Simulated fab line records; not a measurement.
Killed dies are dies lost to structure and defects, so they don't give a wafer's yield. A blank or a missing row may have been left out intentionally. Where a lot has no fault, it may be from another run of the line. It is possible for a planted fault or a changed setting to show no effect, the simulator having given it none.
fab line records	flow n5_finfet
record: lots: 7	wafers: 21
route steps=1938 shown BEOL_M1@757 BEOL_M2@869 BEOL_M3@980 BEOL_M4@1070 BEOL_M5@1140
start_h: the number of hours between the record's first day and the start of the first shown wafer of the lot	wait_h: hours elapsed since this lot's preceding step	" repeats the value in the row above	L1.1+2: one row covering several wafers at once	- no value, or no start given	* or withheld: withheld	< > ~ a bound
route shown NAME@n: names a module that has steps shown in the file, with the first one's number in the route	usual: mean/standard deviation taken from wafers without a fault	same: alike in all rows	chamber/n: place in a boat	sites: per-site readings	_std_site: the standard deviation of these	_edge_site: the outer-site mean with the inner-site mean subtracted	radius_mm: for every site, how far away it sits from the centre of the wafer	mask NAME#n: copy n	behind: the most recent tool/chamber to have shaped the wafer	hold: why the lot was held/for how many hours/how that ended	device: which transistor (n, p or np) failed to switch	end of line: tests of these same wafers at the route's end	step lacking rows: just its recipe	killed: the dies lost at the first sort to structure and to defects; this is not the yield of the wafer	map: a wafer's dies, marking killed ones x, the rest . and places with no die _
set.NAME: the setting that was run; set.NAME@STEP: the one run at that earlier step	model.NAME: the simulator's own value behind a step, which no gauge read
lots whose settings were changed on purpose; a table a step, a row a wafer
== steps ==
step: N5_BEOL_M1_COAT_73
recipe: resist: underlayer	temp_c: 205	time_s: 60	spin_rpm: 1500	resist_thk_nm: 5
lot.wafer	tool	chamber	start_h	wait_h	set.spin_rpm
L078.2	litho_track-01	0	-	-	1448
L078.3+5	"	0	"	"	1500
L085.1+4+5	litho_track-04	0	-	-	1346
L086.1+5+6	litho_track-01	0	-	-	1500
L092.1+4+6	litho_track-04	0	-	-	1500
L093.2+4	litho_track-03	0	-	-	1629
L093.6	"	0	"	"	1500
L094.2+3+6	litho_track-04	0	-	-	1500
L096.1+2+3	litho_track-01	0	-	-	1500
step: N5_BEOL_M1_COAT_05
recipe: resist: CAR-EUV	spin_rpm: 1500	resist_thk_nm: 30
step: N5_BEOL_M1_EBR_07
recipe: solvent: PGMEA	ebr_width_mm: 1.5
step: N5_BEOL_M1_DESCUM_16
recipe: chemistry: O2	time_s: 7	source_power_w: 50	bias_power_w: 20	pressure_mtorr: 20	rf_frequency_hz: 2.712e+07	temp_c: 40	resist: CAR-EUV	o2_flow_sccm: 225
step: N5_BEOL_M1_ETCH_74
recipe: chemistry: N2/H2	target: underlayer	target_depth_a: 65	mask_material: CAR-EUV	time_s: 5.2	ion_energy_ev: 200	pressure_mtorr: 30	source_w: 840	bias_w: 150	n2_flow_sccm: 200	h2_flow_sccm: 200	ends: cleared
lot.wafer	tool	chamber	start_h	wait_h	set.spin_rpm@BEOL_M1_COAT_73	model.etch.depth_nm
L078.2	rie_diel-04	3	158.70	0.0	1448	5.099
L078.3	"	0	"	"	1500	5.006
L078.5	"	3	"	"	1500	4.982
L085.1	rie_diel-04	2	190.24	0.0	1346	5.316
L085.4	"	2	"	"	1346	5.303
L085.5	"	0	"	"	1346	5.31
L086.1	rie_diel-02	3	192.63	0.0	1500	5.006
L086.5	"	2	"	"	1500	5.02
L086.6	"	1	"	"	1500	5.024
L092.1	rie_diel-04	1	231.89	0.0	1500	5.013
L092.4	"	3	"	"	1500	5.012
L092.6	"	3	"	"	1500	5.011
L093.2	rie_diel-02	2	238.76	0.0	1629	4.815
L093.4	"	0	"	"	1629	4.798
L093.6	"	3	"	"	1500	5.014
L094.2	rie_diel-02	2	243.90	0.0	1500	5.018
L094.3	"	1	"	"	1500	5.001
L094.6	"	2	"	"	1500	5.007
L096.1	rie_diel-04	3	251.33	0.0	1500	4.995
L096.2	"	0	"	"	1500	5.003
L096.3	"	2	"	"	1500	5.001
step: N5_BEOL_M1_ETCH_64
recipe: chemistry: N2/H2	target: SOC	target_depth_a: 750	overetch_a: 150	mask_material: SiARC	temp_c: 40	time_s: 112.5	ion_energy_ev: 200	pressure_mtorr: 30	source_w: 840	bias_w: 150	n2_flow_sccm: 200	h2_flow_sccm: 200
usual: rf_vpp_V: 524.2/2.7
lot.wafer	tool	chamber	start_h	wait_h	set.bias_w	rf_vpp_V	model.SiARC_of_BEOL_M1_COAT_62.thk_nm
L078.2	rie_diel-04	3	158.75	0.0	150	519.2	6.8
L078.3	"	0	"	"	172.9	571.2	5.6
L078.5	"	3	"	"	172.9	568.3	5.8
L085.1	rie_diel-04	2	190.28	0.0	150	528.2	6.6
L085.4	"	2	"	"	140.7	508.3	7
L085.5	"	0	"	"	140.7	501.6	7
L086.1	rie_diel-02	3	192.68	0.0	150	522.4	6.8
L086.5	"	2	"	"	157.3	540.5	6.6
L086.6	"	1	"	"	150	525.6	6.8
L092.1	rie_diel-04	1	231.94	0.0	150	525.7	6.6
L092.4	"	3	"	"	173.3	570.9	5.8
L092.6	"	3	"	"	150	520.5	6.8
L093.2	rie_diel-02	2	238.80	0.0	150	522.4	7
L093.4	"	0	"	"	150	524.4	7
L093.6	"	3	"	"	150	521.2	6.8
L094.2	rie_diel-02	2	243.95	0.0	150	523.5	7
L094.3	"	1	"	"	150	526.5	6.8
L094.6	"	2	"	"	130.5	477.5	7.8
L096.1	rie_diel-04	3	251.38	0.0	150	519.1	7
L096.2	"	0	"	"	150	523.3	6.8
L096.3	"	2	"	"	150	528.5	6.6
step: N5_BEOL_M1_COAT_76
recipe: resist: underlayer	temp_c: 205	time_s: 60	spin_rpm: 1500	resist_thk_nm: 5
lot.wafer	tool	chamber	start_h	wait_h	set.spin_rpm
L078.2+5	litho_track-01	0	-	-	1500
L078.3	"	0	"	"	1420
L085.1+4	litho_track-03	0	-	-	1593
L085.5	"	0	"	"	1500
L086.1+6	litho_track-01	0	-	-	1500
L086.5	"	0	"	"	1615
L092.1+4	litho_track-04	0	-	-	1608
L092.6	"	0	"	"	1500
L093.2	litho_track-01	0	-	-	1500
L093.4+6	"	0	"	"	1667
L094.2+3	litho_track-03	0	-	-	1500
L094.6	"	0	"	"	1359
L096.1+2+3	litho_track-03	0	-	-	1500
step: N5_BEOL_M1_COAT_22
recipe: resist: CAR-EUV	spin_rpm: 1500	resist_thk_nm: 30
step: N5_BEOL_M1_EBR_24
recipe: solvent: PGMEA	ebr_width_mm: 1.5
step: N5_BEOL_M1_DESCUM_33
recipe: chemistry: O2	time_s: 7	source_power_w: 50	bias_power_w: 20	pressure_mtorr: 20	rf_frequency_hz: 2.712e+07	temp_c: 40	resist: CAR-EUV	o2_flow_sccm: 225
step: N5_BEOL_M1_ETCH_77
recipe: chemistry: N2/H2	target: underlayer	target_depth_a: 65	mask_material: CAR-EUV	time_s: 5.2	ion_energy_ev: 200	pressure_mtorr: 30	source_w: 840	bias_w: 150	n2_flow_sccm: 200	h2_flow_sccm: 200	ends: cleared
lot.wafer	tool	chamber	start_h	wait_h	set.spin_rpm@BEOL_M1_COAT_76	model.etch.depth_nm
L078.2	rie_diel-01	2	159.83	0.0	1500	4.991
L078.3	"	3	"	"	1420	5.123
L078.5	"	2	"	"	1500	5.008
L085.1	rie_diel-02	3	191.12	0.0	1593	4.852
L085.4	"	3	"	"	1593	4.868
L085.5	"	1	"	"	1500	5.013
L086.1	rie_diel-02	3	193.66	0.0	1500	5.031
L086.5	"	3	"	"	1615	4.831
L086.6	"	1	"	"	1500	5.024
L092.1	rie_diel-04	3	232.89	0.0	1608	4.823
L092.4	"	1	"	"	1608	4.824
L092.6	"	1	"	"	1500	4.991
L093.2	rie_diel-01	1	239.63	0.0	1500	5.011
L093.4	"	2	"	"	1667	4.761
L093.6	"	1	"	"	1667	4.743
L094.2	rie_diel-04	1	244.77	0.0	1500	4.996
L094.3	"	3	"	"	1500	5.005
L094.6	"	1	"	"	1359	5.263
L096.1	rie_diel-04	2	252.20	0.0	1500	5.033
L096.2	"	1	"	"	1500	5.017
L096.3	"	3	"	"	1500	5.043
step: N5_BEOL_M1_ETCH_69
recipe: chemistry: CF4	target: SiARC	target_depth_a: 156	mask_material: CAR-EUV	time_s: 26	ion_energy_ev: 80	pressure_mtorr: 40	source_w: 545	bias_w: 36	Ar_flow_sccm: 100	cf4_flow_sccm: 100	ends: cleared
lot.wafer	tool	chamber	start_h	wait_h	set.spin_rpm@BEOL_M1_COAT_76	model.CAR-EUV_of_BEOL_M1_COAT_22.thk_nm
L078.2+5	rie_diel-01	2	159.85	0.0	1500	11
L078.3	"	3	"	"	1420	11
L085.1+4	rie_diel-02	3	191.13	0.0	1593	11.2
L085.5	"	1	"	"	1500	11
L086.1+6	rie_diel-02	3,1	193.68	0.0	1500	11
L086.5	"	3	"	"	1615	11.4
L092.1	rie_diel-04	3	232.90	0.0	1608	11.4
L092.4	"	1	"	"	1608	11.6
L092.6	"	1	"	"	1500	11.2
L093.2	rie_diel-01	1	239.64	0.0	1500	11.2
L093.4+6	"	2,1	"	"	1667	11.4
L094.2+3	rie_diel-04	1,3	244.79	0.0	1500	11.4
L094.6	"	1	"	"	1359	11
L096.1+2+3	rie_diel-04	2,1,3	252.22	0.0	1500	11
step: N5_BEOL_M2_COAT_76
recipe: resist: underlayer	temp_c: 205	time_s: 60	spin_rpm: 1500	resist_thk_nm: 5
lot.wafer	tool	chamber	start_h	wait_h	set.spin_rpm
L078.2	litho_track-02	0	-	-	1414
L078.3+5	"	0	"	"	1500
L085.1	litho_track-05	0	-	-	1551
L085.4+5	"	0	"	"	1500
L086.1+5+6	litho_track-02	0	-	-	1500
L092.1+4+6	litho_track-05	0	-	-	1500
L093.2+6	litho_track-04	0	-	-	1372
L093.4	"	0	"	"	1500
L094.2+6	litho_track-04	0	-	-	1618
L094.3	"	0	"	"	1500
L096.1+2+3	litho_track-02	0	-	-	1500
step: N5_BEOL_M2_COAT_22
recipe: resist: CAR-EUV	spin_rpm: 1500	resist_thk_nm: 30
step: N5_BEOL_M2_EBR_24
recipe: solvent: PGMEA	ebr_width_mm: 1.5
step: N5_BEOL_M2_DESCUM_33
recipe: chemistry: O2	time_s: 7	source_power_w: 50	bias_power_w: 20	pressure_mtorr: 20	rf_frequency_hz: 2.712e+07	temp_c: 40	resist: CAR-EUV	o2_flow_sccm: 225
step: N5_BEOL_M2_ETCH_77
recipe: chemistry: N2/H2	target: underlayer	target_depth_a: 65	mask_material: CAR-EUV	time_s: 5.2	ion_energy_ev: 200	pressure_mtorr: 30	source_w: 840	bias_w: 150	n2_flow_sccm: 200	h2_flow_sccm: 200	ends: cleared
lot.wafer	tool	chamber	start_h	wait_h	set.spin_rpm@BEOL_M2_COAT_76	model.etch.depth_nm
L078.2	rie_diel-03	1	170.22	0.0	1414	5.154
L078.3	"	3	"	"	1500	5.005
L078.5	"	0	"	"	1500	5.025
L085.1	rie_diel-06	2	199.71	0.0	1551	4.911
L085.4	"	0	"	"	1500	5.004
L085.5	"	0	"	"	1500	4.986
L086.1	rie_diel-03	2	204.81	0.0	1500	5.03
L086.5+6	"	3,0	"	"	1500	5.041
L092.1	rie_diel-03	0	240.96	0.0	1500	4.993
L092.4	"	2	"	"	1500	5
L092.6	"	1	"	"	1500	4.986
L093.2	rie_diel-06	0	248.27	0.0	1372	5.241
L093.4	"	3	"	"	1500	5.002
L093.6	"	2	"	"	1372	5.252
L094.2	rie_diel-05	3	252.75	0.0	1618	4.803
L094.3	"	0	"	"	1500	4.992
L094.6	"	2	"	"	1618	4.821
L096.1	rie_diel-03	1	261.95	0.0	1500	4.975
L096.2	"	0	"	"	1500	4.981
L096.3	"	2	"	"	1500	4.993
step: N5_BEOL_M2_ETCH_69
recipe: chemistry: CF4	target: SiARC	target_depth_a: 156	mask_material: CAR-EUV	time_s: 26	ion_energy_ev: 80	pressure_mtorr: 40	source_w: 545	bias_w: 36	Ar_flow_sccm: 100	cf4_flow_sccm: 100	ends: cleared
usual: rf_vpp_V: 183.9/1.2
lot.wafer	tool	chamber	start_h	wait_h	set.bias_w	rf_vpp_V
L078.2	rie_diel-03	1	170.24	0.0	36	185.3
L078.3	"	3	"	"	36	184.1
L078.5	"	0	"	"	36	182.6
L085.1	rie_diel-06	2	199.73	0.0	36	186.2
L085.4	"	0	"	"	36	183.8
L085.5	"	0	"	"	36	184.7
L086.1	rie_diel-03	2	204.83	0.0	36	182.5
L086.5	"	3	"	"	36	182.9
L086.6	"	0	"	"	33.44	173.7
L092.1	rie_diel-03	0	240.97	0.0	38.07	190.5
L092.4	"	2	"	"	36	182.1
L092.6	"	1	"	"	38.07	191.5
L093.2	rie_diel-06	0	248.29	0.0	36	183.5
L093.4	"	3	"	"	36	181.3
L093.6	"	2	"	"	34.34	179.3
L094.2	rie_diel-05	3	252.77	0.0	36	184.3
L094.3	"	0	"	"	36	185.2
L094.6	"	2	"	"	30.93	167.5
L096.1	rie_diel-03	1	261.97	0.0	36	184.7
L096.2	"	0	"	"	36	182.0
L096.3	"	2	"	"	36	183.3
step: N5_BEOL_M2_ALD_98
recipe: material: SiO2	target_thk_a: 25	temp_c: 100	ald_precursor_family: BDEAS	ald_co_reactant: O2-plasma	pulse_time_s: 1	co_reactant_pulse_time_s: 1	purge_time_s: 2	co_reactant_purge_time_s: 2	ald_cycles: 17	pressure_torr: 2
step: N5_BEOL_M2_ETCHBACK_99
recipe: chemistry: CHF3	target: SiO2	target_depth_a: 50	time_s: 10.4	source_w: 215	bias_w: 47	Ar_flow_sccm: 200	CHF3_flow_sccm: 12	ion_energy_ev: 100	pressure_mtorr: 30
lot.wafer	tool	chamber	start_h	wait_h	set.spin_rpm@BEOL_M2_COAT_76	model.CAR-EUV_of_BEOL_M2_COAT_22.thk_nm
L078.2	rie_diel-05	3	174.90	4.5	1414	10.2
L078.3+5	"	1	"	"	1500	10.4
L085.1	rie_diel-06	1	202.34	2.5	1551	10.6
L085.4+5	"	2,1	"	"	1500	10.6
L086.1+5+6	rie_diel-03	0,3,2	215.34	10.4	1500	10.4
L092.1+4+6	rie_diel-03	0,3,3	246.97	4.7	1500	10.4
L093.2+6	rie_diel-06	0,2	250.43	1.8	1372	10.2
L093.4	"	1	"	"	1500	10.6
L094.2+6	rie_diel-06	3,2	259.59	6.7	1618	10.8
L094.3	"	0	"	"	1500	10.4
L096.1+2+3	rie_diel-06	2,1,3	262.98	0.9	1500	10.6
step: N5_BEOL_M2_TRENCH_ETCH_37
recipe: chemistry: C4F6/O2	target_depth_a: 555.55	target: SiOC	time_s: 29.2	ion_energy_ev: 250	pressure_mtorr: 30	source_w: 355	bias_w: 185	Ar_flow_sccm: 300	C4F6_flow_sccm: 10	O2_flow_sccm: 10
usual: rf_vpp_V: 667/12
lot.wafer	tool	chamber	start_h	wait_h	set.source_w	rf_vpp_V
L078.2	rie_diel-05	3	-	-	355	676
L078.3	"	1	"	"	335.7	683
L078.5	"	1	"	"	355	663
L085.1	rie_diel-06	1	-	-	355	660
L085.4	"	2	"	"	336.8	675
L085.5	"	1	"	"	355	661
L086.1	rie_diel-03	0	-	-	355	664
L086.5	"	3	"	"	355	671
L086.6	"	2	"	"	394.4	627
L092.1	rie_diel-03	0	-	-	355	662
L092.4	"	3	"	"	305.8	725
L092.6	"	3	"	"	305.8	723
L093.2	rie_diel-06	0	-	-	355	684
L093.4	"	1	"	"	355	661
L093.6	"	2	"	"	355	654
L094.2	rie_diel-06	3	-	-	355	664
L094.3	"	0	"	"	298.8	747
L094.6	"	2	"	"	355	656
L096.1	rie_diel-06	2	-	-	355	654
L096.2	"	1	"	"	355	662
L096.3	"	3	"	"	355	665
step: N5_BEOL_M3_TRENCH_ETCH_37
recipe: chemistry: C4F6/O2	target_depth_a: 555.55	target: SiOC	time_s: 29.2	ion_energy_ev: 250	pressure_mtorr: 30	source_w: 355	bias_w: 185	Ar_flow_sccm: 300	C4F6_flow_sccm: 10	O2_flow_sccm: 10
usual: rf_vpp_V: 660/11
lot.wafer	tool	chamber	start_h	wait_h	set.source_w	rf_vpp_V
L078.2	rie_diel-02	0	-	-	355	640
L078.3	"	1	"	"	355	657
L078.5	"	1	"	"	355	659
L085.1	rie_diel-02	1	-	-	355	657
L085.4	"	0	"	"	395.1	604
L085.5	"	1	"	"	395.1	623
L086.1	rie_diel-02	2	-	-	355	679
L086.5	"	2	"	"	291.7	750
L086.6	"	1	"	"	291.7	726
L092.1	rie_diel-04	3	-	-	355	661
L092.4	"	0	"	"	295	732
L092.6	"	3	"	"	295	726
L093.2	rie_diel-01	0	-	-	355	666
L093.4	"	3	"	"	355	644
L093.6	"	2	"	"	355	653
L094.2	rie_diel-02	0	-	-	396.2	605
L094.3	"	3	"	"	396.2	620
L094.6	"	2	"	"	396.2	641
L096.1	rie_diel-04	0	-	-	355	665
L096.2	"	2	"	"	355	664
L096.3	"	1	"	"	355	663
step: N5_BEOL_M3_ETCH_41
recipe: chemistry: CH3F/O2	target: SiCN	target_depth_a: 299	taper_deg: 2	time_s: 52.5	ion_energy_ev: 120	mask_material: TiN	pressure_mtorr: 30	source_w: 395	bias_w: 75	Ar_flow_sccm: 150	CH3F_flow_sccm: 30	O2_flow_sccm: 20
lot.wafer	tool	chamber	start_h	wait_h	set.target_depth_a	model.etch.depth_nm
L078.2	rie_diel-02	0	-	-	321.8	21.3
L078.3	"	1	"	"	321.8	21.7
L078.5	"	1	"	"	299	20.04
L085.1	rie_diel-02	1	-	-	311.6	21.01
L085.4	"	0	"	"	311.6	20.8
L085.5	"	1	"	"	311.6	20.75
L086.1	rie_diel-02	2	-	-	299	19.64
L086.5	"	2	"	"	313.4	20.46
L086.6	"	1	"	"	299	20.01
L092.1	rie_diel-04	3	-	-	309	19.83
L092.4	"	0	"	"	299	19.94
L092.6	"	3	"	"	309	19.6
L093.2	rie_diel-01	0	-	-	268.8	18.22
L093.4	"	3	"	"	268.8	17.91
L093.6	"	2	"	"	299	19.26
L094.2	rie_diel-02	0	-	-	299	19.96
L094.3	"	3	"	"	327.8	22.01
L094.6	"	2	"	"	299	19.47
L096.1	rie_diel-04	0	-	-	299	20.23
L096.2	"	2	"	"	299	20.36
L096.3	"	1	"	"	299	20.52
step: N5_BEOL_M4_TRENCH_ETCH_37
recipe: chemistry: C4F6/O2	target_depth_a: 555.55	target: SiOC	time_s: 29.2	ion_energy_ev: 250	pressure_mtorr: 30	source_w: 355	bias_w: 185	Ar_flow_sccm: 300	C4F6_flow_sccm: 10	O2_flow_sccm: 10
usual: rf_vpp_V: 668/11
lot.wafer	tool	chamber	start_h	wait_h	set.bias_w	rf_vpp_V
L078.2	rie_diel-06	3	-	-	185	665
L078.3	"	2	"	"	185	655
L078.5	"	0	"	"	185	684
L085.1	rie_diel-06	3	-	-	176.6	642
L085.4	"	3	"	"	185	664
L085.5	"	2	"	"	185	656
L086.1	rie_diel-05	2	-	-	185	685
L086.5	"	2	"	"	185	686
L086.6	"	1	"	"	185	665
L092.1	rie_diel-05	0	-	-	185	644
L092.4	"	3	"	"	197.9	713
L092.6	"	2	"	"	185	685
L093.2	rie_diel-05	0	-	-	166.8	591
L093.4	"	2	"	"	185	685
L093.6	"	2	"	"	185	686
L094.2	rie_diel-06	3	-	-	173.5	630
L094.3	"	2	"	"	185	656
L094.6	"	2	"	"	185	655
L096.1	rie_diel-06	2	-	-	185	657
L096.2	"	0	"	"	185	683
L096.3	"	3	"	"	185	665
step: N5_BEOL_M5_COAT_66
recipe: resist: SiARC	temp_c: 220	time_s: 60	spin_rpm: 1500	resist_thk_nm: 12
lot.wafer	tool	chamber	start_h	wait_h	set.spin_rpm	model.SiARC_of_BEOL_M5_COAT_66.thk_nm
L078.2+3	litho_track-02	0	-	-	1640	11.6
L078.5	"	0	"	"	1500	12
L085.1+5	litho_track-05	0	-	-	1500	12
L085.4	"	0	"	"	1346	12.6
L086.1+5	litho_track-03	0	-	-	1500	12
L086.6	"	0	"	"	1597	11.6
L092.1+4+6	litho_track-02	0	-	-	1500	12
L093.2+6	litho_track-02	0	-	-	1500	12
L093.4	"	0	"	"	1645	11.4
L094.2+3	litho_track-02	0	-	-	1500	12
L094.6	"	0	"	"	1349	12.8
L096.1+2+3	litho_track-05	0	-	-	1500	12
== key ==
split: step: N5_BEOL_M1_COAT_73	setting: spin_rpm	stated: 1500	by: wafer
response: step: N5_BEOL_M1_ETCH_74	reading: model.etch.depth_nm	change: -0.025	per: 1%	r: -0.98
split: step: N5_BEOL_M1_ETCH_64	setting: bias_w	stated: 150	by: wafer
response: step: N5_BEOL_M1_ETCH_64	reading: rf_vpp_V	change: +3.34	per: 1%	r: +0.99
response: step: N5_BEOL_M1_ETCH_64	reading: model.SiARC_of_BEOL_M1_COAT_62.thk_nm	change: -0.0651	per: 1%	r: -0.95
split: step: N5_BEOL_M1_COAT_76	setting: spin_rpm	stated: 1500	by: wafer
response: step: N5_BEOL_M1_ETCH_77	reading: model.etch.depth_nm	change: -0.0248	per: 1%	r: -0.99
response: step: N5_BEOL_M1_ETCH_69	reading: model.CAR-EUV_of_BEOL_M1_COAT_22.thk_nm	change: +0.0319	per: 1%	r: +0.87
split: step: N5_BEOL_M2_COAT_76	setting: spin_rpm	stated: 1500	by: wafer
response: step: N5_BEOL_M2_ETCH_77	reading: model.etch.depth_nm	change: -0.0256	per: 1%	r: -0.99
response: step: N5_BEOL_M2_ETCHBACK_99	reading: model.CAR-EUV_of_BEOL_M2_COAT_22.thk_nm	change: +0.043	per: 1%	r: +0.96
split: step: N5_BEOL_M2_ETCH_69	setting: bias_w	stated: 36	by: wafer
response: step: N5_BEOL_M2_ETCH_69	reading: rf_vpp_V	change: +1.23	per: 1%	r: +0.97
split: step: N5_BEOL_M2_TRENCH_ETCH_37	setting: source_w	stated: 355	by: wafer
response: step: N5_BEOL_M2_TRENCH_ETCH_37	reading: rf_vpp_V	change: -4.54	per: 1%	r: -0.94
split: step: N5_BEOL_M3_TRENCH_ETCH_37	setting: source_w	stated: 355	by: wafer
response: step: N5_BEOL_M3_TRENCH_ETCH_37	reading: rf_vpp_V	change: -3.69	per: 1%	r: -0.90
split: step: N5_BEOL_M3_ETCH_41	setting: target_depth_a	stated: 299	by: wafer
response: step: N5_BEOL_M3_ETCH_41	reading: model.etch.depth_nm	change: +0.165	per: 1%	r: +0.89
split: step: N5_BEOL_M4_TRENCH_ETCH_37	setting: bias_w	stated: 185	by: wafer
response: step: N5_BEOL_M4_TRENCH_ETCH_37	reading: rf_vpp_V	change: +7.33	per: 1%	r: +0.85
split: step: N5_BEOL_M5_COAT_66	setting: spin_rpm	stated: 1500	by: wafer
response: step: N5_BEOL_M5_COAT_66	reading: model.SiARC_of_BEOL_M5_COAT_66.thk_nm	change: -0.0614	per: 1%	r: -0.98
